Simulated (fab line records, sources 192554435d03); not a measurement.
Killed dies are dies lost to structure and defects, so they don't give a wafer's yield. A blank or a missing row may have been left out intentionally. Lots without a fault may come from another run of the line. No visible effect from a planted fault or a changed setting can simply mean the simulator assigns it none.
fab line records	flow n5_finfet
[record] lots = 7	wafers = 21
route steps=1938 shown SDB@350 HKMG_FIN@403 MOL_CONTACT_COAG@615 BEOL_M1@753
start_h: start of the lot's first displayed wafer, in hours after the record's first day	wait_h: how many hours have passed since the lot's step before this one	" the same as in the row above	L1.1+2: one row covering several wafers at once	- no value present, or no start provided	* or withheld: withheld	< > ~ a bound
route shown NAME@n: NAME is a module with steps in the file, n the number in the route of the first one	usual: mean and standard deviation over wafers with no fault	same: alike in all rows	chamber/n: place in a boat	sites: the reading at each site	_std_site: the values' standard deviation	_edge_site: inner sites' mean taken away from outer sites' mean	radius_mm: for every site, how far away it sits from the centre of the wafer	mask NAME#n: copy n	behind: the last tool/chamber to shape the wafer	hold: why the lot was held/for how many hours/how that ended	device: transistor that didn't switch, given as n, p or np	end of line: the tests these same wafers got at the end of their route	step lacking rows: just its recipe	killed: not the wafer's yield, but the dies lost to structure and defects at the first sort	map: the dies of a wafer, with x for killed, . for not killed, _ for no die there
set.NAME: setting as actually run; set.NAME@STEP: the setting as run at that earlier step	model.NAME: the simulator's own value behind a step, which no gauge read
one table per step and one row per wafer, for lots whose settings were changed on purpose
[[steps]]
[step N5_SDB_COAT_05]
[recipe] resist = CAR-ArF	spin_rpm = 1500	resist_thk_nm = 90
lot.wafer	tool	chamber	start_h	wait_h	set.spin_rpm	model.CAR-ArF_of_SDB_COAT_05.thk_nm
L075.1	litho_track-01	0	-	-	1500	89.2
L075.2	"	0	"	"	1432	92
L075.6	"	0	"	"	1500	89.6
L076.1	litho_track-02	0	-	-	1500	90
L076.3	"	0	"	"	1550	88.6
L076.5	"	0	"	"	1550	88.4
L080.2+4	litho_track-04	0	-	-	1500	89.8
L080.3	"	0	"	"	1500	89.6
L083.3+5	litho_track-02	0	-	-	1599	86.8
L083.4	"	0	"	"	1500	89.8
L084.1	litho_track-04	0	-	-	1500	90
L084.2	"	0	"	"	1500	89.8
L084.5	"	0	"	"	1428	92.2
L092.3+4+5	litho_track-04	0	-	-	1500	89.8
L094.1	litho_track-02	0	-	-	1450	91.8
L094.4	"	0	"	"	1500	90.2
L094.5	"	0	"	"	1500	90
[step N5_SDB_EBR_07]
[recipe] solvent = PGMEA	ebr_width_mm = 1.5
[step N5_SDB_SOFTBAKE_06]
[recipe] temp_c = 110	time_s = 60	resist = CAR-ArF
[step N5_SDB_EXPOSE_08]
[recipe] mask_id = SDB	na = 1.35	source_shape = conventional	sigma_outer = 0.5	polarization = unpolarized	dose_mj = 49.6
[step N5_SDB_PEB_09]
[recipe] peb_temp_c = withheld	peb_time_s = 60	resist = CAR-ArF
[step N5_SDB_DEVELOP_10]
[recipe] develop_time_s = 30	developer = TMAH	resist = CAR-ArF	rinse_liquid = diw	dry = air_spin	dev_temp_c = 23
lot.wafer	tool	chamber	start_h	wait_h	set.spin_rpm@SDB_COAT_05	model.CAR-ArF_of_SDB_COAT_05.thk_nm
L075.1	litho_track-02	0	-	-	1500	87.4
L075.2	"	0	"	"	1432	90.4
L075.6	"	0	"	"	1500	88
L076.1	litho_track-01	0	-	-	1500	88.4
L076.3+5	"	0	"	"	1550	86.8
L080.2+3	litho_track-04	0	-	-	1500	88
L080.4	"	0	"	"	1500	88.2
L083.3+5	litho_track-01	0	-	-	1599	85.2
L083.4	"	0	"	"	1500	88
L084.1	litho_track-01	0	-	-	1500	88.4
L084.2	"	0	"	"	1500	88
L084.5	"	0	"	"	1428	90.6
L092.3+4	litho_track-02	0	-	-	1500	88.2
L092.5	"	0	"	"	1500	88
L094.1	litho_track-02	0	-	-	1450	90
L094.4+5	"	0	"	"	1500	88.4
[step N5_SDB_DESCUM_16]
[recipe] chemistry = O2	time_s = 7.9	source_power_w = 50	bias_power_w = 20	pressure_mtorr = 20	rf_frequency_hz = 2.712e+07	temp_c = 40	resist = CAR-ArF	o2_flow_sccm = 225
[step N5_SDB_ETCH_17]
[recipe] chemistry = CF4	target = SiARC	target_depth_a = 234	mask_material = CAR-ArF	time_s = 39	ion_energy_ev = 80	pressure_mtorr = 40	source_w = 545	bias_w = 36	Ar_flow_sccm = 100	cf4_flow_sccm = 100	ends = cleared
lot.wafer	tool	chamber	start_h	wait_h	set.spin_rpm@SDB_COAT_05	model.CAR-ArF_of_SDB_COAT_05.thk_nm
L075.1	rie_diel-05	2	73.79	0.0	1500	66
L075.2	"	0	"	"	1432	68.8
L075.6	"	2	"	"	1500	66.4
L076.1	rie_diel-05	0	79.55	0.0	1500	66.6
L076.3	"	2	"	"	1550	65.4
L076.5	"	1	"	"	1550	65
L080.2+4	rie_diel-04	0,2	100.75	0.0	1500	66.4
L080.3	"	3	"	"	1500	66.2
L083.3+5	rie_diel-03	2,0	124.00	0.0	1599	63.4
L083.4	"	1	"	"	1500	66.2
L084.1	rie_diel-04	0	126.43	0.0	1500	66.8
L084.2	"	1	"	"	1500	66.4
L084.5	"	0	"	"	1428	68.8
L092.3+5	rie_diel-05	3,1	175.67	0.0	1500	66.4
L092.4	"	2	"	"	1500	66.6
L094.1	rie_diel-03	1	187.77	0.0	1450	68.2
L094.4	"	3	"	"	1500	66.8
L094.5	"	1	"	"	1500	66.6
[step N5_HKMG_FIN_ETCH_55]
[recipe] chemistry = N2/H2	target = SOC	target_depth_a = 2400	temp_c = 40	time_s = 300	ion_energy_ev = 200	mask_material = SiARC	pressure_mtorr = 30	source_w = 840	bias_w = 150	n2_flow_sccm = 200	h2_flow_sccm = 200
lot.wafer	tool	chamber	start_h	wait_h	set.time_s	model.etch.depth_nm	model.HKMG_FIN.feature_depth_nm	model.SiARC_of_HKMG_FIN_COAT_42.thk_nm
L075.1	rie_diel-04	3	79.82	0.0	300	241.9	242	21.2
L075.2	"	1	"	"	300	240.9	240.8	21.2
L075.6	"	2	"	"	331.7	260.9	261	20
L076.1	rie_diel-04	3	85.45	0.0	300	241.1	241.2	21
L076.3	"	1	"	"	300	238.4	238.4	21.2
L076.5	"	0	"	"	300	237.6	237.6	21.2
L080.2	rie_diel-04	3	106.85	0.0	300	244.3	244.2	21
L080.3	"	2	"	"	300	234.1	234	21.6
L080.4	"	1	"	"	300	239.5	239.4	21.2
L083.3	rie_diel-05	1	130.13	0.0	258.1	204.3	204.4	23
L083.4	"	2	"	"	300	244.7	244.6	20.8
L083.5	"	2	"	"	300	243	243	20.8
L084.1	rie_diel-03	0	131.99	0.0	300	237.4	237.4	21.2
L084.2	"	1	"	"	300	241.9	242	21.2
L084.5	"	0	"	"	300	235.4	235.4	21.2
L092.3	rie_diel-05	2	181.34	0.0	300	242.1	242	21.2
L092.4	"	3	"	"	300	247.1	247	21.2
L092.5	"	1	"	"	300	236.3	236.2	21.4
L094.1	rie_diel-03	1	194.16	0.0	252.1	203.5	203.4	23.4
L094.4	"	2	"	"	252.1	205.3	205.4	23.2
L094.5	"	1	"	"	300	243	243	21.2
[step N5_HKMG_FIN_ETCH_58]
[recipe] chemistry = N2/H2	target = SOC	target_depth_a = 2158	ion_energy_ev = 50	bias_w = 13	time_s = 741	pressure_mtorr = 30	source_w = 875	n2_flow_sccm = 200	h2_flow_sccm = 200
[usual] rf_vpp_V = 99.3/0.85
lot.wafer	tool	chamber	start_h	wait_h	set.source_w	rf_vpp_V	model.HKMG_FIN.feature_depth_nm	model.etch.depth_nm	model.SOC_of_HKMG_FIN_COAT_41.thk_nm
L075.1	rie_diel-04	3	80.03	0.0	828.6	102.2	206.6	206.5	93.2
L075.2	"	1	"	"	828.6	101.5	203.4	203.5	96.8
L075.6	"	2	"	"	875	98.4	210.6	210.5	89.2
L076.1	rie_diel-04	3	85.66	0.0	832	101.2	209.2	209.3	92
L076.3	"	1	"	"	832	102.3	206.6	206.6	95
L076.5	"	0	"	"	832	101.8	204.4	204.5	96.4
L080.2	rie_diel-04	3	107.06	0.0	791.3	102.7	202.2	202.3	99
L080.3	"	2	"	"	875	98.6	215.2	215.2	85.8
L080.4	"	1	"	"	875	99.4	217	217	83.6
L083.3	rie_diel-05	1	130.34	0.0	875	99.6	215	214.9	86.2
L083.4	"	2	"	"	875	99.0	221	221	80.6
L083.5	"	2	"	"	875	99.0	221.6	221.7	79.8
L084.1	rie_diel-03	1	132.20	0.0	875	98.1	218.4	218.5	82.4
L084.2	"	3	"	"	767.9	103.8	187.8	187.9	113.2
L084.5	"	1	"	"	875	99.7	218	218	83.2
L092.3	rie_diel-05	2	181.55	0.0	875	100.3	216	216	85
L092.4	"	3	"	"	875	97.6	221.2	221.2	79.8
L092.5	"	1	"	"	875	99.4	212.2	212.3	89.6
L094.1	rie_diel-03	1	194.37	0.0	875	99.4	218.6	218.6	81.4
L094.4	"	2	"	"	785.5	103.0	199	199	100.6
L094.5	"	1	"	"	785.5	101.7	200.6	200.7	98.6
[step N5_MOL_CONTACT_COAG_VIA_ETCH_117]
[recipe] chemistry = C4F6/O2	target_depth_a = 400	overetch_a = 80	mask_material = SOC	target = SiO2	bias_w = 455	pressure_mtorr = 10	time_s = 26	source_w = 325	Ar_flow_sccm = 300	C4F6_flow_sccm = 10	O2_flow_sccm = 10	ion_energy_ev = 575.3	ends = end_point
[usual] rf_vpp_V = 1590/19
lot.wafer	tool	chamber	start_h	wait_h	set.bias_w	rf_vpp_V
L075.1	rie_diel-03	1	107.35	0.0	455	1563
L075.2	"	2	"	"	486.3	1677
L075.6	"	2	"	"	486.3	1683
L076.1	rie_diel-04	3	116.36	0.0	455	1585
L076.3	"	1	"	"	455	1578
L076.5	"	0	"	"	455	1607
L080.2	rie_diel-04	1	133.73	0.0	455	1578
L080.3	"	2	"	"	455	1591
L080.4	"	0	"	"	455	1608
L083.3	rie_diel-04	0	159.17	0.0	455	1607
L083.4	"	1	"	"	455	1578
L083.5	"	0	"	"	455	1606
L084.1	rie_diel-03	3	164.18	0.0	534.2	1782
L084.2	"	1	"	"	455	1563
L084.5	"	0	"	"	534.2	1814
L092.3	rie_diel-04	3	209.39	0.0	455	1583
L092.4	"	3	"	"	455	1583
L092.5	"	2	"	"	455	1592
L094.1	rie_diel-03	2	220.88	0.0	455	1599
L094.4	"	3	"	"	455	1583
L094.5	"	1	"	"	455	1563
[step N5_MOL_CONTACT_COAG_CVD_140]
[recipe] material = W	target_thk_a = 665	mode = selective_fill	temp_c = 300	time_s = 215
lot.wafer	tool	chamber	start_h	wait_h	set.target_thk_a	model.W_of_MOL_CONTACT_COAG_CVD_140.thk_nm
L075.1+2	cvd_w-02	0,1	108.27	0.1	637.3	64
L075.6	"	1	"	"	637.3	64.2
L076.1	cvd_w-02	1	116.93	0.1	609.4	60.6
L076.3	"	1	"	"	665	66.2
L076.5	"	0	"	"	665	65.6
L080.2	cvd_w-02	1	134.21	0.1	665	66.4
L080.3	"	0	"	"	751	74.6
L080.4	"	1	"	"	751	75.2
L083.3	cvd_w-02	1	159.73	0.1	665	66
L083.4	"	0	"	"	725.8	72.2
L083.5	"	1	"	"	725.8	72.8
L084.1	cvd_w-01	1	164.67	0.1	665	65.4
L084.2	"	0	"	"	665	67.6
L084.5	"	1	"	"	665	66.2
L092.3	cvd_w-02	0	209.95	0.1	665	66.2
L092.4	"	1	"	"	665	65.8
L092.5	"	1	"	"	665	66
L094.1	cvd_w-02	1	221.37	0.1	601.8	59.4
L094.4	"	0	"	"	665	66.2
L094.5	"	1	"	"	601.8	58.8
[step N5_BEOL_M1_PECVD_72]
[recipe] material = SiO2	target_thk_a = 160	temp_c = 400	precursor = TEOS/O2	pressure_torr = 5.5	rf_w = 450	teos_flow_sccm = 53.8	gas = O2	flow_sccm = 3000	time_s = 18
lot.wafer	tool	chamber	start_h	wait_h	set.time_s	model.SiO2_of_BEOL_M1_PECVD_72.thk_nm
L075.1	pecvd-02	2	126.94	0.0	18	16.2
L075.2+6	"	0,1	"	"	17.3	15.6
L076.1+3	pecvd-01	0,1	133.92	0.0	18	15.8
L076.5	"	1	"	"	17.03	15.2
L080.2	pecvd-02	1	151.61	0.0	16.74	14.8
L080.3	"	0	"	"	16.74	15.4
L080.4	"	0	"	"	18	16.2
L083.3	pecvd-02	0	177.30	0.0	15.31	13.8
L083.4+5	"	2,0	"	"	18	16.2
L084.1	pecvd-04	2	179.29	0.0	18	16
L084.2	"	1	"	"	18	15.6
L084.5	"	2	"	"	18	16.4
L092.3	pecvd-04	1	227.51	0.0	18	15.6
L092.4	"	1	"	"	18	16
L092.5	"	2	"	"	18	16.4
L094.1	pecvd-04	1	244.25	0.0	18	15.6
L094.4	"	0	"	"	18	16.2
L094.5	"	1	"	"	18	15.8
[step N5_BEOL_M1_EXPOSE_08]
[recipe] mask_id = M1	na = 0.33	source_shape = dipole	sigma_inner = 0.369	sigma_outer = 0.767	polarization = unpolarized	dose_mj = 33
lot.wafer	tool	chamber	start_h	wait_h	mask	set.dose_mj
L075.1+2	euv_scanner-02	0	128.49	-	M1#0	31.36
L075.6	"	0	"	"	M1#0	33
L076.1+5	euv_scanner-01	0	134.94	-	M1#0	33
L076.3	"	0	"	"	M1#0	31.66
L080.2	euv_scanner-01	0	152.24	-	M1#0	33
L080.3+4	"	0	"	"	M1#0	30.53
L083.3+4	euv_scanner-02	0	178.55	-	M1#0	30.97
L083.5	"	0	"	"	M1#0	33
L084.1+5	euv_scanner-01	0	182.24	-	M1#0	31.31
L084.2	"	0	"	"	M1#0	33
L092.3+4+5	euv_scanner-01	0	228.77	-	M1#0	33
L094.1+4+5	euv_scanner-02	0	245.40	-	M1#0	33
[step N5_BEOL_M1_PEB_09]
[recipe] peb_temp_c = 100	peb_time_s = 60	resist = CAR-EUV
[step N5_BEOL_M1_DEVELOP_10]
[recipe] develop_time_s = 30	developer = TMAH	resist = CAR-EUV	rinse_liquid = surfactant_rinse	dry = air_spin	dev_temp_c = 23
[step N5_BEOL_M1_CD_MEAS_11]
[recipe] target_cd_nm = 17.05	landing_energy_ev = 500	detector = se_inlens	polarity = opening
[usual] cd_nm = 17.03/0.24
lot.wafer	tool	chamber	start_h	wait_h	set.dose_mj@BEOL_M1_EXPOSE_08	cd_nm
L075.1	cd_sem-02	0	128.62	-	31.36	16.15
L075.2	"	0	"	"	31.36	15.43
L075.6	"	0	"	"	33	17.12
L076.1	cd_sem-01	0	135.07	-	33	16.35
L076.3	"	0	"	"	31.66	16.27
L076.5	"	0	"	"	33	16.87
L080.2	cd_sem-01	0	152.36	-	33	16.75
L080.3	"	0	"	"	30.53	15.41
L080.4	"	0	"	"	30.53	15.95
L083.3	cd_sem-01	0	178.67	-	30.97	15.75
L083.4	"	0	"	"	30.97	15.68
L083.5	"	0	"	"	33	17.22
L084.1	cd_sem-03	0	182.37	-	31.31	16.04
L084.2	"	0	"	"	33	16.82
L084.5	"	0	"	"	31.31	16.16
L092.3	cd_sem-02	0	228.89	-	33	16.86
L092.4	"	0	"	"	33	16.52
L092.5	"	0	"	"	33	17.13
L094.1	cd_sem-03	0	245.53	-	33	16.75
L094.4	"	0	"	"	33	16.94
L094.5	"	0	"	"	33	16.99
[step N5_BEOL_M1_DESCUM_16]
[recipe] chemistry = O2	time_s = 7	source_power_w = 50	bias_power_w = 20	pressure_mtorr = 20	rf_frequency_hz = 2.712e+07	temp_c = 40	resist = CAR-EUV	o2_flow_sccm = 225
[step N5_BEOL_M1_ETCH_74]
[recipe] chemistry = N2/H2	target = underlayer	target_depth_a = 65	mask_material = CAR-EUV	time_s = 5.2	ion_energy_ev = 200	pressure_mtorr = 30	source_w = 840	bias_w = 150	n2_flow_sccm = 200	h2_flow_sccm = 200	ends = cleared
lot.wafer	tool	chamber	start_h	wait_h	set.dose_mj@BEOL_M1_EXPOSE_08	model.BEOL_M1.cd_offset_nm
L075.1+2	rie_diel-01	3,2	128.78	0.0	31.36	-1.2
L075.6	"	3	"	"	33	0.2
L076.1	rie_diel-02	0	135.43	0.0	33	-0.2
L076.3	"	3	"	"	31.66	-0.8
L076.5	"	0	"	"	33	0
L080.2	rie_diel-06	1	152.68	0.0	33	0
L080.3	"	0	"	"	30.53	-1.8
L080.4	"	1	"	"	30.53	-1.6
L083.3	rie_diel-01	0	179.40	0.0	30.97	-1.4
L083.4	"	1	"	"	30.97	-1.2
L083.5	"	2	"	"	33	0
L084.1	rie_diel-02	0	182.53	0.0	31.31	-1.2
L084.2	"	2	"	"	33	0
L084.5	"	2	"	"	31.31	-1
L092.3+4+5	rie_diel-06	1,2,0	230.16	0.0	33	0
L094.1+4+5	rie_diel-01	0,1,1	246.01	0.0	33	0
[step N5_BEOL_M1_ETCH_63]
[recipe] chemistry = CF4	target = SiARC	target_depth_a = 156	mask_material = CAR-EUV	time_s = 26	ion_energy_ev = 80	pressure_mtorr = 40	source_w = 545	bias_w = 36	Ar_flow_sccm = 100	cf4_flow_sccm = 100	ends = cleared
[step N5_BEOL_M1_ETCH_64]
[recipe] chemistry = N2/H2	target = SOC	target_depth_a = 750	overetch_a = 150	mask_material = SiARC	temp_c = 40	time_s = 112.5	ion_energy_ev = 200	pressure_mtorr = 30	source_w = 840	bias_w = 150	n2_flow_sccm = 200	h2_flow_sccm = 200
lot.wafer	tool	chamber	start_h	wait_h	set.dose_mj@BEOL_M1_EXPOSE_08	model.BEOL_M1.cd_offset_nm
L075.1	rie_diel-01	3	128.82	0.0	31.36	-1.4
L075.2	"	2	"	"	31.36	-1
L075.6	"	3	"	"	33	-0.2
L076.1+5	rie_diel-02	0	135.50	0.0	33	-0.2
L076.3	"	3	"	"	31.66	-1
L080.2	rie_diel-06	1	152.72	0.0	33	-0.2
L080.3	"	0	"	"	30.53	-1.6
L080.4	"	1	"	"	30.53	-1.4
L083.3+4	rie_diel-01	0,1	179.45	0.0	30.97	-1.4
L083.5	"	2	"	"	33	-0.2
L084.1	rie_diel-02	0	182.57	0.0	31.31	-1.2
L084.2	"	2	"	"	33	0.4
L084.5	"	2	"	"	31.31	-0.8
L092.3+5	rie_diel-06	1,0	230.21	0.0	33	0
L092.4	"	2	"	"	33	-0.2
L094.1+5	rie_diel-01	0,1	246.06	0.0	33	0
L094.4	"	1	"	"	33	-0.2
[step N5_BEOL_M1_STRIP_65]
[recipe] chemistry = N2/H2	temp_c = 40	n2_flow_sccm = 200	h2_flow_sccm = 200	rf_frequency_hz = 6e+07
[step N5_BEOL_M1_STRIP_75]
[recipe] chemistry = N2/H2	temp_c = 40	n2_flow_sccm = 200	h2_flow_sccm = 200	rf_frequency_hz = 6e+07
[step N5_BEOL_M1_STRIP_66]
[recipe] chemistry = CF4	resist = SiARC	power_w = 300	bias_power_w = 75	pressure_mtorr = 50	cf4_flow_sccm = 150	rf_frequency_hz = 6e+07
[step N5_BEOL_M1_HM_OPEN_17]
[recipe] chemistry = Cl2/BCl3	target_depth_a = 200	overetch_a = 60	target = TiN	mask_material = SOC	ion_energy_ev = 150	pressure_mtorr = 10	icp_w = 1000	bias_w = 126	Cl2_flow_sccm = 53.25	bcl3_flow_sccm = 21.75	Ar_flow_sccm = 25
lot.wafer	tool	chamber	start_h	wait_h	set.dose_mj@BEOL_M1_EXPOSE_08	model.BEOL_M1.cd_offset_nm
L075.1	rie_metal-03	1	128.99	0.0	31.36	-1.4
L075.2	"	0	"	"	31.36	-1
L075.6	"	1	"	"	33	0
L076.1+5	rie_metal-03	1,0	135.74	0.0	33	-0.2
L076.3	"	1	"	"	31.66	-1
L080.2	rie_metal-03	1	152.89	0.0	33	-0.2
L080.3+4	"	1,0	"	"	30.53	-1.4
L083.3	rie_metal-02	1	179.68	0.1	30.97	-1.4
L083.4	"	1	"	"	30.97	-1.2
L083.5	"	1	"	"	33	-0.2
L084.1	rie_metal-01	0	182.74	0.0	31.31	-1.4
L084.2	"	1	"	"	33	0.4
L084.5	"	0	"	"	31.31	-1
L092.3+4+5	rie_metal-02	0	230.44	0.1	33	-0.2
L094.1+5	rie_metal-02	1,0	246.22	0.0	33	0
L094.4	"	0	"	"	33	-0.2
[step N5_BEOL_M1_STRIP_19]
[recipe] chemistry = O2	power_w = 400	temp_c = 40	pressure_mtorr = 30	rf_frequency_hz = 6e+07	bias_power_w = 0	overash_fraction = 0.2	o2_flow_sccm = 225
[step N5_BEOL_M1_CD_MEAS_18]
[recipe] pitch_nm = 36	target_cd_nm = 18
[usual] cd_nm = 17.99/0.27
lot.wafer	tool	chamber	start_h	wait_h	set.dose_mj@BEOL_M1_EXPOSE_08	cd_nm
L075.1	cd_sem-02	-	129.21	0.1	31.36	17.06
L075.2	"	-	"	"	31.36	16.49
L075.6	"	-	"	"	33	17.91
L076.1	cd_sem-01	-	135.92	0.0	33	17.93
L076.3	"	-	"	"	31.66	16.96
L076.5	"	-	"	"	33	18.00
L080.2	cd_sem-01	-	153.08	0.1	33	17.70
L080.3	"	-	"	"	30.53	16.15
L080.4	"	-	"	"	30.53	16.56
L083.3	cd_sem-01	-	179.89	0.1	30.97	17.05
L083.4	"	-	"	"	30.97	16.94
L083.5	"	-	"	"	33	17.75
L084.1	cd_sem-03	-	182.92	0.0	31.31	16.85
L084.2	"	-	"	"	33	18.34
L084.5	"	-	"	"	31.31	17.03
L092.3	cd_sem-02	-	230.67	0.1	33	17.78
L092.4	"	-	"	"	33	18.06
L092.5	"	-	"	"	33	17.90
L094.1	cd_sem-01	-	246.40	0.0	33	17.87
L094.4	"	-	"	"	33	18.37
L094.5	"	-	"	"	33	18.06
[step N5_BEOL_M1_COAT_67]
[recipe] resist = SOC	temp_c = 250	time_s = 60	spin_rpm = 1500	resist_thk_nm = 60
[step N5_BEOL_M1_COAT_68]
[recipe] resist = SiARC	temp_c = 220	time_s = 60	spin_rpm = 1500	resist_thk_nm = 12
[step N5_BEOL_M1_PRECLEAN_42]
[recipe] chemistry = residue_remover	time_s = 60	temp_c = 40
[step N5_BEOL_M1_SRD_43]
[recipe] time_s = 30	temp_c = 23	rinse_liquid = diw	dry = ipa_marangoni
[step N5_BEOL_M1_CD_MEAS_35]
[recipe] target_cd_nm = 18	target_cd_y_nm = 21	polarity = opening
[usual] cd_nm = 17.99/0.3
lot.wafer	tool	chamber	start_h	wait_h	set.dose_mj@BEOL_M1_EXPOSE_08	cd_nm
L075.1	cd_sem-03	-	131.58	0.0	31.36	16.23
L075.2	"	-	"	"	31.36	16.78
L075.6	"	-	"	"	33	18.15
L076.1	cd_sem-01	-	139.10	0.0	33	17.93
L076.3	"	-	"	"	31.66	16.52
L076.5	"	-	"	"	33	18.00
L080.2	cd_sem-03	-	160.40	0.0	33	17.77
L080.3	"	-	"	"	30.53	16.49
L080.4	"	-	"	"	30.53	16.49
L083.3	cd_sem-01	-	191.58	0.0	30.97	16.34
L083.4	"	-	"	"	30.97	16.64
L083.5	"	-	"	"	33	17.64
L084.1	cd_sem-01	-	192.05	0.0	31.31	17.14
L084.2	"	-	"	"	33	18.57
L084.5	"	-	"	"	31.31	16.78
L092.3	cd_sem-01	-	245.68	0.0	33	17.89
L092.4	"	-	"	"	33	18.04
L092.5	"	-	"	"	33	17.57
L094.1	cd_sem-02	-	248.73	0.0	33	17.99
L094.4	"	-	"	"	33	17.61
L094.5	"	-	"	"	33	18.29
[[key]]
[split] step = N5_SDB_COAT_05	setting = spin_rpm	stated = 1500	by = wafer
[response] step = N5_SDB_COAT_05	reading = model.CAR-ArF_of_SDB_COAT_05.thk_nm	change = -0.487	per = 1%	r = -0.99
[response] step = N5_SDB_DEVELOP_10	reading = model.CAR-ArF_of_SDB_COAT_05.thk_nm	change = -0.484	per = 1%	r = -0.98
[response] step = N5_SDB_ETCH_17	reading = model.CAR-ArF_of_SDB_COAT_05.thk_nm	change = -0.462	per = 1%	r = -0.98
[split] step = N5_HKMG_FIN_ETCH_55	setting = time_s	stated = 300	by = wafer
[response] step = N5_HKMG_FIN_ETCH_55	reading = model.etch.depth_nm	change = +2.45	per = 1%	r = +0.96
[response] step = N5_HKMG_FIN_ETCH_55	reading = model.HKMG_FIN.feature_depth_nm	change = +2.45	per = 1%	r = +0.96
[response] step = N5_HKMG_FIN_ETCH_55	reading = model.SiARC_of_HKMG_FIN_COAT_42.thk_nm	change = -0.137	per = 1%	r = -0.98
[split] step = N5_HKMG_FIN_ETCH_58	setting = source_w	stated = 875	by = wafer
[response] step = N5_HKMG_FIN_ETCH_58	reading = rf_vpp_V	change = -0.384	per = 1%	r = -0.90
[response] step = N5_HKMG_FIN_ETCH_58	reading = model.HKMG_FIN.feature_depth_nm	change = +1.94	per = 1%	r = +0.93
[response] step = N5_HKMG_FIN_ETCH_58	reading = model.etch.depth_nm	change = +1.94	per = 1%	r = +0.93
[response] step = N5_HKMG_FIN_ETCH_58	reading = model.SOC_of_HKMG_FIN_COAT_41.thk_nm	change = -1.94	per = 1%	r = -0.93
[split] step = N5_MOL_CONTACT_COAG_VIA_ETCH_117	setting = bias_w	stated = 455	by = wafer
[response] step = N5_MOL_CONTACT_COAG_VIA_ETCH_117	reading = rf_vpp_V	change = +13.9	per = 1%	r = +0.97
[split] step = N5_MOL_CONTACT_COAG_CVD_140	setting = target_thk_a	stated = 665	by = wafer
[response] step = N5_MOL_CONTACT_COAG_CVD_140	reading = model.W_of_MOL_CONTACT_COAG_CVD_140.thk_nm	change = +0.684	per = 1%	r = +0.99
[split] step = N5_BEOL_M1_PECVD_72	setting = time_s	stated = 18	by = wafer
[response] step = N5_BEOL_M1_PECVD_72	reading = model.SiO2_of_BEOL_M1_PECVD_72.thk_nm	change = +0.155	per = 1%	r = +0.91
[split] step = N5_BEOL_M1_EXPOSE_08	setting = dose_mj	stated = 33	by = wafer
[response] step = N5_BEOL_M1_CD_MEAS_11	reading = cd_nm	change = +0.18	per = 1%	r = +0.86
[response] step = N5_BEOL_M1_ETCH_74	reading = model.BEOL_M1.cd_offset_nm	change = +0.224	per = 1%	r = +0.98
[response] step = N5_BEOL_M1_ETCH_64	reading = model.BEOL_M1.cd_offset_nm	change = +0.202	per = 1%	r = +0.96
[response] step = N5_BEOL_M1_HM_OPEN_17	reading = model.BEOL_M1.cd_offset_nm	change = +0.206	per = 1%	r = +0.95
[response] step = N5_BEOL_M1_CD_MEAS_18	reading = cd_nm	change = +0.196	per = 1%	r = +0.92
[response] step = N5_BEOL_M1_CD_MEAS_35	reading = cd_nm	change = +0.241	per = 1%	r = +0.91
